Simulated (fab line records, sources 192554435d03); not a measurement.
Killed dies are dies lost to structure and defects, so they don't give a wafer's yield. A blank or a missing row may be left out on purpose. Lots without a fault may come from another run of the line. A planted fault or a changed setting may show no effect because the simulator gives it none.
Which tool did it? | flow n5_finfet | 10 lots, 30 wafers sampled, at 2 steps of a route of 1938

WHAT THE GAUGES READ, wafer by wafer
N5_MIM_TOP_LITHO_CD_MEAS_08: target cd 2000 nm.
lot  | measured     | on        | cd_nm (nm)
L356 | day 12 10:50 | cd_sem-02 | 1998.1 2001.8 1999.7
L357 | day 12 15:20 | cd_sem-03 | 1997.7 1997.1 1997.8
L361 | day 13 14:06 | cd_sem-03 | 1999.5 2001.1 2000.1
L362 | day 13 21:02 | cd_sem-01 | 1999.8 1999.1 1999.8
L369 | day 15 13:47 | cd_sem-03 | 2000.2 1999.8 2002.7
L370 | day 15 15:55 | cd_sem-03 | 2001.7 2000.4 1999.2
L375 | day 16 09:08 | cd_sem-02 | 1998.1 2000.0 1998.4
L373 | day 16 13:23 | cd_sem-02 | 1998.3 1999.5 1999.4
L376 | day 17 06:41 | cd_sem-02 | 2001.0 2000.0 2001.2
L371 | day 18 05:26 | cd_sem-01 | 2000.4 1999.3 1998.6

WHICH TOOL RAN EACH LOT (tool, then ch and the chambers of the sampled wafers, then the start)
lot  | N5_MIM_BOT_SPUTTER_00
L356 | pvd_sputter-03, day 12 09:22
L357 | pvd_sputter-03, day 12 13:32
L361 | pvd_sputter-03, day 13 12:46
L362 | pvd_sputter-01, day 13 19:38
L369 | pvd_sputter-03, day 15 12:29
L370 | pvd_sputter-02, day 15 12:41
L375 | pvd_sputter-02, day 16 07:50
L373 | pvd_sputter-02, day 16 11:40
L376 | pvd_sputter-02, day 17 05:40
L371 | pvd_sputter-03, day 18 03:27
- N5_MIM_BOT_SPUTTER_00: material TiN, target thk 35 nm, time 89.7 s.

THE ANSWER, worked out from the rows above alone
Rule: what is usual is taken from the lots themselves. Put in order of their means at a reading, lots are off if they are a third of the lots or fewer, leave a main group of 4 or more, and stand apart from it by a gap of 3 or more times the standard deviation of the main group's means; of several such gaps the widest counts. A main group whose means are all the same, to the digits that the tables above print for the reading, isn't used. A lot without any number at a reading at which 4 lots or more have one is off too. The other lots that the step has rows for count as sound.
No lot is off at any reading shown: from this, nothing can be told.

WHAT THE SIMULATOR HAD PUT IN
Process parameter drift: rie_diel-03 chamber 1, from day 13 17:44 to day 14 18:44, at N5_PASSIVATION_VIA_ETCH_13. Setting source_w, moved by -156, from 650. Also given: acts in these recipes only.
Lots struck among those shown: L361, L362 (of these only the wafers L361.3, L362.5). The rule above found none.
